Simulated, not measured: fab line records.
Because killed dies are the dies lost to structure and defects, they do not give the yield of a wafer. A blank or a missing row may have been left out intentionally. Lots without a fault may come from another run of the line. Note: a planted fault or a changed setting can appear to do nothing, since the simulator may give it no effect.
fab line records ; flow n5_finfet
[record] lots = 5; wafers = 15; last_day = 20
route steps=1938 shown MOL_CONTACT_COAG@519 BEOL_M4@1111 PASSIVATION@1936
lots that met no fault: from a run of the same line without faults
start_h: hours from the record's first day to the start of the lot's first wafer shown ; wait_h: hours elapsed since this lot's preceding step ; " as in the row above ; L1.1+2: a single row standing in for several wafers ; - value missing, or start not given ; * or withheld: withheld ; < > ~ a bound
route shown NAME@n: NAME is a module with steps in the file, n the number in the route of the first one ; usual: average and standard deviation across the fault-free wafers ; same: alike in all rows ; chamber/n: place in a boat ; sites: the reading at each site ; _std_site: standard deviation across them ; _edge_site: mean of outer sites minus mean of inner sites ; radius_mm: how far each site lies from the wafer's centre ; mask NAME#n: copy n ; behind: tool/chamber where the wafer was last shaped ; hold: why the lot was held/for how many hours/how that ended ; device: the n, p or np transistor that did not switch ; end of line: the same wafers' tests at the end of the route ; for a step that has no rows: nothing shown but its recipe ; killed: dies lost to structure and defects at the first sort, not the wafer's yield ; map: the dies of a wafer, with x for killed, . for not killed, _ for no die there
set.NAME: the setting that was run; set.NAME@STEP: the one run at that earlier step ; model.NAME: the simulator's own value behind a step, which no gauge read
lots at selected steps of the route; one table per step, one row per wafer
services: when a tool's chamber went out of use (start_h, in hours from the record's first day, below 0 if earlier), for how many hours, and the reason
[[steps]]
[step N5_MOL_CONTACT_COAG_COAT_58]
[recipe] resist = underlayer; temp_c = 205; time_s = 60; spin_rpm = 1500; resist_thk_nm = 10
[step N5_MOL_CONTACT_COAG_COAT_02]
[recipe] resist = CAR-EUV; spin_rpm = 1500; resist_thk_nm = 30
[step N5_MOL_CONTACT_COAG_EBR_04]
[recipe] solvent = PGMEA; ebr_width_mm = 1.5
[step N5_MOL_CONTACT_COAG_SOFTBAKE_03]
[recipe] temp_c = 110; time_s = 60; resist = CAR-EUV
[step N5_MOL_CONTACT_COAG_EXPOSE_05]
[recipe] mask_id = CA; na = 0.33; source_shape = annular; sigma_inner = 0.4; sigma_outer = 0.8; polarization = unpolarized; defocus_nm = 0; dose_mj = 38.25
[step N5_MOL_CONTACT_COAG_PEB_06]
[recipe] peb_temp_c = 100; peb_time_s = 60; resist = CAR-EUV
[step N5_MOL_CONTACT_COAG_DEVELOP_07]
[recipe] develop_time_s = 30; developer = TMAH; resist = CAR-EUV; rinse_liquid = surfactant_rinse; dry = air_spin; dev_temp_c = 23
[step N5_MOL_CONTACT_COAG_CD_MEAS_08]
[recipe] target_cd_nm = 28; landing_energy_ev = 500; detector = se_inlens; polarity = opening
[usual] cd_nm = 27.98/0.23
lot.wafer;tool;chamber;start_h;wait_h;cd_nm
L185.1;cd_sem-01;0;101.63;-;28.13
L185.5;cd_sem-01;0;101.63;-;27.89
L185.6;cd_sem-01;0;101.63;-;28.29
L188.2;cd_sem-03;0;109.06;-;27.78
L188.4;cd_sem-03;0;109.06;-;27.73
L188.6;cd_sem-03;0;109.06;-;27.57
L198.1;cd_sem-02;0;175.32;-;27.94
L198.3;cd_sem-02;0;175.32;-;27.54
L198.6;cd_sem-02;0;175.32;-;27.84
L202.3;cd_sem-01;0;218.46;-;27.83
L202.4;cd_sem-01;0;218.46;-;27.94
L202.6;cd_sem-01;0;218.46;-;28.00
L204.2;cd_sem-03;0;258.09;-;28.31
L204.3;cd_sem-03;0;258.09;-;27.72
L204.6;cd_sem-03;0;258.09;-;27.75
[step N5_MOL_CONTACT_COAG_OVL_MEAS_09]
[recipe] points_per_wafer = 522
[usual] CA_OVL = 0.8/0.75
lot.wafer;tool;chamber;start_h;wait_h;CA_OVL[nm]
L185.1;overlay-01;0;101.67;0.0;-0.8
L185.5;overlay-01;0;101.67;0.0;0.3
L185.6;overlay-01;0;101.67;0.0;0.1
L188.2;overlay-02;0;109.10;0.0;1.9
L188.4;overlay-02;0;109.10;0.0;0.6
L188.6;overlay-02;0;109.10;0.0;0.7
L198.1;overlay-02;0;175.35;0.0;0.4
L198.3;overlay-02;0;175.35;0.0;1.0
L198.6;overlay-02;0;175.35;0.0;1.4
L202.3;overlay-02;0;218.50;0.0;1.1
L202.4;overlay-02;0;218.50;0.0;0.2
L202.6;overlay-02;0;218.50;0.0;1.7
L204.2;overlay-01;0;258.13;0.0;-0.6
L204.3;overlay-01;0;258.13;0.0;-0.2
L204.6;overlay-01;0;258.13;0.0;-0.1
[step N5_MOL_CONTACT_COAG_INSPECT_10]
[recipe] mode = adi; inspect_instrument = brightfield
[usual] raw_defect_count = 67/24
lot.wafer;tool;chamber;start_h;wait_h;raw_defect_count
L185.1;defect_inspect-02;-;101.73;0.1;72
L185.5;defect_inspect-02;-;101.73;0.1;26
L185.6;defect_inspect-02;-;101.73;0.1;95
L188.2;defect_inspect-02;-;109.15;0.0;76
L188.4;defect_inspect-02;-;109.15;0.0;84
L188.6;defect_inspect-02;-;109.15;0.0;64
L198.1;defect_inspect-01;-;175.41;0.1;56
L198.3;defect_inspect-01;-;175.41;0.1;45
L198.6;defect_inspect-01;-;175.41;0.1;50
L202.3;defect_inspect-01;-;218.55;0.0;52
L202.4;defect_inspect-01;-;218.55;0.0;85
L202.6;defect_inspect-01;-;218.55;0.0;39
L204.2;defect_inspect-01;-;258.18;0.0;39
L204.3;defect_inspect-01;-;258.18;0.0;70
L204.6;defect_inspect-01;-;258.18;0.0;53
[step N5_MOL_CONTACT_COAG_DESCUM_13]
[recipe] chemistry = O2; time_s = 7; source_power_w = 50; bias_power_w = 20; pressure_mtorr = 20; rf_frequency_hz = 2.712e+07; temp_c = 40; resist = CAR-EUV; o2_flow_sccm = 225
[usual] drypump_motor_current_A = 5.8/0.42; oes_product_au = 0.79/0.057; rf_vpp_V = 243.8/1.2; showerhead_plenum_p_Torr = 2.13/0.061; throttle_valve_pct = 20.45/0.19
lot.wafer;tool;chamber;start_h;wait_h;drypump_motor_current_A;oes_product_au;rf_hours_counter_h;rf_vpp_V;showerhead_plenum_p_Torr;throttle_valve_pct
L185.1;rie_diel-04;2;101.76;0.0;5.4;0.72;174;243.6;2.17;20.90
L185.5;rie_diel-04;0;101.76;0.0;6.4;0.70;-;241.2;1.97;20.61
L185.6;rie_diel-04;3;101.76;0.0;6.5;0.77;-;244.4;2.19;20.20
L188.2;rie_diel-06;1;109.19;0.0;5.8;0.87;49;244.7;2.13;20.41
L188.4;rie_diel-06;3;109.19;0.0;5.9;0.79;124;242.4;2.11;20.44
L188.6;rie_diel-06;0;109.19;0.0;5.9;0.76;-;243.2;2.09;20.61
L198.1;rie_diel-06;2;175.44;0.0;5.1;0.74;174;245.0;2.18;20.32
L198.3;rie_diel-06;3;175.44;0.0;5.9;0.76;143;244.6;2.10;20.47
L198.6;rie_diel-06;0;175.44;0.0;5.9;0.74;-;244.1;2.08;20.64
L202.3;rie_diel-01;3;218.58;0.0;5.6;0.77;143;244.8;2.09;20.53
L202.4;rie_diel-01;2;218.58;0.0;6.2;0.84;71;242.1;2.03;20.54
L202.6;rie_diel-01;2;218.58;0.0;6.2;0.84;-;242.6;2.03;20.53
L204.2;rie_diel-04;0;258.21;0.0;6.4;0.90;31;244.8;2.22;20.31
L204.3;rie_diel-04;3;258.21;0.0;6.5;0.73;204;243.1;2.17;20.28
L204.6;rie_diel-04;0;258.21;0.0;6.4;0.90;-;246.4;2.22;20.30
[step N5_MOL_CONTACT_COAG_ETCH_59]
[recipe] chemistry = N2/H2; target = underlayer; target_depth_a = 130; mask_material = CAR-EUV; time_s = 10.4; ion_energy_ev = 200; pressure_mtorr = 30; source_w = 840; bias_w = 150; n2_flow_sccm = 200; h2_flow_sccm = 200; ends = cleared
[usual] drypump_motor_current_A = 5.8/0.42; etch_rf_on_time_s = 10.33/0.12; oes_product_au = 0.68/0.048; rf_vpp_V = 525.1/2.2; showerhead_plenum_p_Torr = 2.58/0.073; throttle_valve_pct = 17.87/0.22
lot.wafer;tool;chamber;start_h;wait_h;drypump_motor_current_A;etch_rf_on_time_s;oes_product_au;rf_hours_counter_h;rf_vpp_V;showerhead_plenum_p_Torr;throttle_valve_pct
L185.1;rie_diel-04;2;101.80;0.0;5.4;10.31;0.63;174;525.9;2.64;18.39
L185.5;rie_diel-04;0;101.80;0.0;6.4;10.37;0.61;-;520.6;2.41;18.10
L185.6;rie_diel-04;3;101.80;0.0;6.5;10.38;0.66;-;525.9;2.65;17.56
L188.2;rie_diel-06;1;109.22;0.0;5.7;10.35;0.74;49;524.0;2.58;17.83
L188.4;rie_diel-06;3;109.22;0.0;5.9;10.37;0.66;124;524.9;2.55;17.76
L188.6;rie_diel-06;0;109.22;0.0;6.0;10.51;0.63;-;523.9;2.53;18.07
L198.1;rie_diel-06;2;175.48;0.0;5.0;10.32;0.63;174;527.3;2.64;17.85
L198.3;rie_diel-06;3;175.48;0.0;5.9;10.29;0.65;143;524.5;2.54;17.81
L198.6;rie_diel-06;0;175.48;0.0;6.0;10.56;0.62;-;522.5;2.52;18.08
L202.3;rie_diel-01;3;218.62;0.0;5.6;10.32;0.66;143;524.3;2.54;17.98
L202.4;rie_diel-01;2;218.62;0.0;6.2;10.16;0.73;71;522.0;2.47;17.92
L202.6;rie_diel-01;2;218.62;0.0;6.2;10.19;0.72;-;525.0;2.47;17.93
L204.2;rie_diel-04;0;258.25;0.0;6.4;10.18;0.77;31;527.6;2.71;17.75
L204.3;rie_diel-04;3;258.25;0.0;6.5;10.34;0.63;204;526.1;2.63;17.63
L204.6;rie_diel-04;0;258.25;0.0;6.4;10.29;0.76;-;527.5;2.71;17.74
[step N5_MOL_CONTACT_COAG_ETCH_105]
[recipe] chemistry = CF4; target = SiARC; target_depth_a = 156; mask_material = CAR-EUV; time_s = 26; ion_energy_ev = 80; pressure_mtorr = 40; source_w = 545; bias_w = 36; Ar_flow_sccm = 100; cf4_flow_sccm = 100; ends = cleared
[usual] drypump_motor_current_A = 5.8/0.42; etch_rf_on_time_s = 25.85/0.29; oes_product_au = 0.68/0.047; rf_vpp_V = 184.4/1.1; showerhead_plenum_p_Torr = 2.17/0.057; throttle_valve_pct = 15.62/0.19
lot.wafer;tool;chamber;start_h;wait_h;drypump_motor_current_A;etch_rf_on_time_s;oes_product_au;rf_hours_counter_h;rf_vpp_V;showerhead_plenum_p_Torr;throttle_valve_pct
L185.1;rie_diel-04;2;101.82;0.0;5.5;26.26;0.62;174;185.1;2.21;16.04
L185.5;rie_diel-04;0;101.82;0.0;6.4;25.91;0.60;-;183.4;2.03;15.92
L185.6;rie_diel-04;3;101.82;0.0;6.5;26.19;0.66;-;185.4;2.22;15.42
L188.2;rie_diel-06;1;109.24;0.0;5.7;25.88;0.74;49;184.1;2.18;15.59
L188.4;rie_diel-06;3;109.24;0.0;5.8;25.87;0.67;124;183.0;2.15;15.51
L188.6;rie_diel-06;0;109.24;0.0;5.9;26.23;0.65;-;184.1;2.13;15.78
L198.1;rie_diel-06;2;175.50;0.0;5.1;19.42;0.75;174;184.5;2.23;15.54
L198.3;rie_diel-06;3;175.50;0.0;5.9;25.76;0.64;143;184.6;2.14;15.54
L198.6;rie_diel-06;0;175.50;0.0;5.9;19.40;0.75;-;183.6;2.13;15.82
L202.3;rie_diel-01;3;218.64;0.0;5.6;26.09;0.65;143;182.7;2.15;15.76
L202.4;rie_diel-01;2;218.64;0.0;6.2;25.41;0.72;71;183.0;2.09;15.69
L202.6;rie_diel-01;2;218.64;0.0;6.2;25.64;0.71;-;183.7;2.09;15.72
L204.2;rie_diel-04;0;258.27;0.0;6.4;25.58;0.76;31;185.4;2.27;15.51
L204.3;rie_diel-04;3;258.27;0.0;6.5;26.07;0.63;204;185.3;2.21;15.51
L204.6;rie_diel-04;0;258.27;0.0;6.4;25.64;0.77;-;185.1;2.27;15.49
[step N5_MOL_CONTACT_COAG_ETCH_106]
[recipe] chemistry = N2/H2; target = SOC; target_depth_a = 800; overetch_a = 160; mask_material = SiARC; temp_c = 40; time_s = 120; ion_energy_ev = 200; pressure_mtorr = 30; source_w = 840; bias_w = 150; n2_flow_sccm = 200; h2_flow_sccm = 200
[usual] drypump_motor_current_A = 5.8/0.42; oes_product_au = 0.71/0.048; rf_vpp_V = 525.1/2.1; showerhead_plenum_p_Torr = 2.58/0.073; throttle_valve_pct = 17.84/0.22
lot.wafer;tool;chamber;start_h;wait_h;drypump_motor_current_A;oes_product_au;rf_hours_counter_h;rf_vpp_V;showerhead_plenum_p_Torr;throttle_valve_pct
L185.1;rie_diel-04;2;101.84;0.0;5.5;0.65;174;528.0;2.64;18.36
L185.5;rie_diel-04;0;101.84;0.0;6.4;0.63;-;521.1;2.41;18.06
L185.6;rie_diel-04;3;101.84;0.0;6.5;0.70;-;527.8;2.65;17.55
L188.2;rie_diel-06;1;109.27;0.0;5.8;0.77;49;525.0;2.58;17.81
L188.4;rie_diel-06;3;109.27;0.0;5.9;0.69;124;524.3;2.55;17.74
L188.6;rie_diel-06;0;109.27;0.0;5.9;0.66;-;523.1;2.53;18.03
L198.1;rie_diel-06;2;175.53;0.0;5.1;0.66;174;526.1;2.64;17.79
L198.3;rie_diel-06;3;175.53;0.0;5.9;0.67;143;524.2;2.54;17.79
L198.6;rie_diel-06;0;175.53;0.0;6.0;0.65;-;524.1;2.52;18.08
L202.3;rie_diel-01;3;218.67;0.0;5.5;0.68;143;524.6;2.54;17.97
L202.4;rie_diel-01;2;218.67;0.0;6.3;0.74;71;522.0;2.47;17.90
L202.6;rie_diel-01;2;218.67;0.0;6.3;0.75;-;522.4;2.47;17.90
L204.2;rie_diel-04;0;258.29;0.0;6.4;0.80;31;530.0;2.71;17.71
L204.3;rie_diel-04;3;258.29;0.0;6.5;0.66;204;527.6;2.63;17.63
L204.6;rie_diel-04;0;258.29;0.0;6.4;0.80;-;528.0;2.71;17.70
[step N5_BEOL_M4_RC_MEAS_101]
[usual] DIBL_N = 36.5/1.2; DIBL_P = 36.5/1.6; IOFF_N = 0.162/0.023; IOFF_P = 0.221/0.03; ION_N = 678/8; ION_P = 466/6.3; SS_N = 71.6/0.46; SS_P = 73.3/0.57; VT_N = 249.2/2.6; VT_P = -249/3.3
lot.wafer;tool;chamber;start_h;wait_h;DIBL_N[mV/V];DIBL_P[mV/V];IOFF_N[nA/um];IOFF_P[nA/um];ION_N[uA/um];ION_P[uA/um];SS_N[mV/dec];SS_P[mV/dec];VT_N[mV];VT_P[mV]
L185.1;prober-02;0;227.63;0.0;37.2;38.0;0.155;0.247;671;471;71.4;74.2;250.6;-246
L185.5;prober-02;0;227.63;0.0;37.4;38.4;0.161;0.252;672;468;71.6;73.5;248.8;-245
L185.6;prober-02;0;227.63;0.0;34.5;35.0;0.117;0.188;664;465;71.2;72.6;255.5;-251
L188.2;prober-02;0;241.81;0.2;36.1;37.7;0.176;0.214;678;462;71.6;73.2;246.9;-251
L188.4;prober-02;0;241.81;0.2;36.2;38.1;0.173;0.215;675;465;71.0;73.8;247.8;-251
L188.6;prober-02;0;241.81;0.2;37.6;39.6;0.207;0.251;683;460;71.3;74.2;245.9;-246
L198.1;prober-02;0;290.96;0.2;35.6;35.1;0.150;0.209;672;462;72.1;73.4;247.5;-250
L198.3;prober-02;0;290.96;0.2;35.9;36.2;0.153;0.231;677;468;71.6;73.4;248.8;-248
L198.6;prober-02;0;290.96;0.2;35.7;36.0;0.147;0.218;673;466;71.4;72.4;252.4;-247
L202.3;prober-01;0;324.04;0.3;37.6;41.0;0.226;0.292;692;478;72.8;73.8;243.8;-244
L202.4;prober-01;0;324.04;0.3;34.6;37.4;0.157;0.224;685;474;71.3;73.6;246.7;-248
L202.6;prober-01;0;324.04;0.3;34.3;36.7;0.150;0.209;679;464;72.0;72.6;247.5;-249
L204.2;prober-01;0;364.69;0.2;38.4;36.8;0.175;0.215;679;463;72.2;73.7;247.2;-250
L204.3;prober-01;0;364.69;0.2;36.3;34.5;0.132;0.182;666;456;71.5;73.0;251.7;-253
L204.6;prober-01;0;364.69;0.2;36.9;35.7;0.151;0.199;680;465;71.8;73.7;248.9;-250
[step N5_PASSIVATION_PROBE_49]
[usual] defect_limited_yield = 91.2/1.3; killed_at_M0_to_M3 = 34/9.2; killed_at_M4_up = 14/5; killed_at_contacts = 13/6.7; killed_at_front_end = 39/12; killed_at_other = 4/3.3; killed_dies = 104/15; killed_open = 68/12; killed_short = 34/7.5; sort_bin_5_function = 5.2/0.87; sort_bin_6_memory = 3.3/0.63; sort_n_pass = 1076/15; sort_yield_pct = 91.2/1.3
[same] gross_dies = 1180; killed_at_back_side = 0; sort_bin_4_leakage[%] = 0; sort_bin_8_speed[%] = 0
lot.wafer;tool;chamber;start_h;wait_h;defect_limited_yield[%];killed_at_M0_to_M3;killed_at_M4_up;killed_at_contacts;killed_at_front_end;killed_at_other;killed_dies;killed_open;killed_short;sort_bin_5_function[%];sort_bin_6_memory[%];sort_n_pass;sort_yield_pct[%]
L198.1;prober-02;-;395.81;0.0;92.1;34;8;20;31;0;93;53;33;4.4;2.9;1087;92.1
// killed by level:class
L198.1 MOL_CONTACT_COAG:geometric_particle:open=14 BEOL_M0_SAQP:geometric_particle:short=9 FIN_SAQP:geometric_particle:short=8 BEOL_M0_SAQP:geometric_particle:open=7 FIN_SAQP:geometric_particle:open=5 STI_FIN_REVEAL:geometric_particle:open=5 BEOL_M1:geometric_particle:open=5 MOL_CONTACT_COAG:geometric_particle:short=4
[[services]]
tool;chamber;start_h;hours;kind
rie_diel-04;1;106.06;2.9;repair
rie_diel-04;0;124.52;-;clean
rie_diel-04;0;124.52;-;consumable_replace:focus_ring
rie_diel-04;0;124.52;-;consumable_replace:showerhead
rie_diel-04;0;124.52;14.9;scheduled_down
rie_diel-04;0;124.52;14.9;vent_cycle
rie_diel-06;-;152.62;0.9;repair
rie_diel-01;0;161.28;4.4;repair
rie_diel-01;1;187.71;6.8;repair
rie_diel-06;1;214.42;9.5;repair
rie_diel-01;-;234.77;2.8;pm
rie_diel-06;3;258.10;3.1;repair
[[key]]
[first_sign] step = N5_MOL_CONTACT_COAG_ETCH_105; reading = etch_rf_on_time_s; direction = down; sigmas = 23; usual = *; struck = *
effect none on later readings
met_at N5_MOL_CONTACT_COAG_ETCH_105
struck_wafers L198.1,L198.6
onset_between 109.24 175.50
[fault] kind = process_parameter_drift; tool = rie_diel-06; chamber = -; onset_h = 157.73; steps = N5_MOL_CONTACT_COAG_ETCH_105; channel = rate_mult; offset = 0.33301; shape = step; end_h = 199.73; scope = struck_wafers_only
